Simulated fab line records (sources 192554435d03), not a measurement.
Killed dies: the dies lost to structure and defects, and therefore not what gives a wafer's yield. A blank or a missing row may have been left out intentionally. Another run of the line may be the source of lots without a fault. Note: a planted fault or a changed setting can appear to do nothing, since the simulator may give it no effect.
Struck lot and sound lot, side by side -- flow n5-finfet -- 25 out of 1938 route steps
Sound: these wafers, L198.1, L198.2, L198.6. Struck: wafers L199.1, L199.4, L199.6. Last of all comes the cause.
Each step with rows lists, per side, the tool, then ch with its chambers, then its first start. Under that, the readings that differ: sound wafers -- struck wafers -- difference of the means -- sigmas: that difference in standard deviations of wafers without a fault.
alike: same words and numbers on both sides, and readings whose means sit less than 2 such deviations apart. not compared: any withheld reading, any reading some wafer has no value for, any bound like >300 that may hide the same value, and any number with overlapping values for which the record gives no deviation.
Wherever a step has rows on one side only, a row that says differs or no value, or a row with sigmas, the two part there. When numbers do not overlap yet have no deviation, they are printed without sigmas and do not part them. Lack of a reading on every wafer of one side parts them only where that side has two or more wafers.

first, 11 steps without rows for these wafers: N5_MOL_CONTACT_COAG_ETCHBACK_135 (etches SiO2 in CHF3, target depth 25 nm, time 16.7 s); N5_MOL_CONTACT_COAG_STRIP_118 (strips in CHF3); N5_MOL_CONTACT_COAG_VIA_ETCH_46 (etches SiO2 in C4F6/O2, target depth 46 nm, overetch 9.2 nm, time 40 s); N5_MOL_CONTACT_COAG_STRIP_96 (strips in N2/H2); N5_MOL_CONTACT_COAG_ETCH_47 (etches SiNx in CH3F/O2, stops on W, target depth 27 nm); N5_MOL_CONTACT_COAG_STRIP_119 (strips in N2/H2, time 30 s); N5_MOL_CONTACT_COAG_PRECLEAN_144 (cleans in alkaline clean, time 60 s); N5_MOL_CONTACT_COAG_SRD_145 (time 30 s); N5_MOL_CONTACT_COAG_COAT_62 (time 60 s, resist thk 60 nm); N5_MOL_CONTACT_COAG_COAT_63 (time 60 s, resist thk 10 nm); N5_MOL_CONTACT_COAG_COAT_64 (time 60 s, resist thk 10 nm).
N5_MOL_CONTACT_COAG_COAT_34: resist thk 40 nm.
  sound on litho-track-03 ch 0, day 10 06:18; struck on litho-track-04 ch 0, day 10 10:02
reading,sound,struck,difference,sigmas
spin-speed-rpm (rpm),1499.8 1499.6 1499.3,1586.8 1586.8 1590.0,+88.3,+88
model.CAR-EUV_of_MOL_CONTACT_COAG_COAT_34.thk-nm (nm),40 40 40,38.8 39 39,-1.1,
then, 9 steps without rows for these wafers: N5_MOL_CONTACT_COAG_EBR_36; N5_MOL_CONTACT_COAG_SOFTBAKE_35 (time 60 s); N5_MOL_CONTACT_COAG_EXPOSE_37 (exposes mask VD, defocus 0 nm); N5_MOL_CONTACT_COAG_PEB_38 (peb time 60 s); N5_MOL_CONTACT_COAG_DEVELOP_39 (develop time 30 s); N5_MOL_CONTACT_COAG_DESCUM_45 (chemistry O2, time 7 s); N5_MOL_CONTACT_COAG_ETCH_65 (etches underlayer in N2/H2, target depth 13 nm, time 10.4 s); N5_MOL_CONTACT_COAG_ETCH_66 (etches SiARC in CF4, target depth 13 nm, time 21.7 s); N5_MOL_CONTACT_COAG_ALD_133 (deposits SiO2, target thk 5 nm, pulse time 1 s, co reactant pulse time 1 s).
N5_MOL_CONTACT_COAG_ETCHBACK_134: etches SiO2 in CHF3, target depth 10 nm, time 6.7 s.
  sound on rie-diel-02 ch 0,1,3, day 10 07:22; struck on rie-diel-02 ch 0,1, day 10 11:01
reading,sound,struck,difference,sigmas
model.CAR-EUV_of_MOL_CONTACT_COAG_COAT_34.thk-nm (nm),15.4 15.6 15.6,14.4 14.4 14.4,-1.1,
  alike: bias-w, drypump-motor-current-A, oes-product-au, rf-vpp-V, showerhead-plenum-p-Torr, throttle-valve-pct
  not compared: rf-hours-counter-h
then, 1 step without rows for these wafers: N5_MOL_CONTACT_COAG_ETCH_67 (etches SOC in N2/H2, target depth 60 nm, overetch 21 nm, time 101.2 s).
-- here the record skips 4 days between the struck wafers' starts before and after, leaving off in module MOL_CONTACT_COAG and picking up in module BEOL_M4 (first step shown: number 1111 of the route) --
N5_BEOL_M4_RC_MEAS_101:
  sound on prober-02 ch 0, day 13 20:56; struck on prober-02 ch 0, day 14 02:40
reading,sound,struck,difference,sigmas
SS_N (mV/dec),71.9 72.0 72.0,70.5 70.8 70.5,-1.4,-2
  alike: DIBL_N, DIBL_P, IOFF_N, IOFF_P, ION_N, ION_P, SS_P, VT_N, VT_P
following that, these wafers have no rows for 1 step: N5_PASSIVATION_PROBE_49.

WHERE THEY PART
Earliest at N5_MOL_CONTACT_COAG_COAT_34; latest, in this record, at N5_BEOL_M4_RC_MEAS_101.

WHY: what the simulator had put in
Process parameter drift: litho-track-04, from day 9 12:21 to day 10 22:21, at N5_MOL_CONTACT_COAG_COAT_34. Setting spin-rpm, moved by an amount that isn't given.
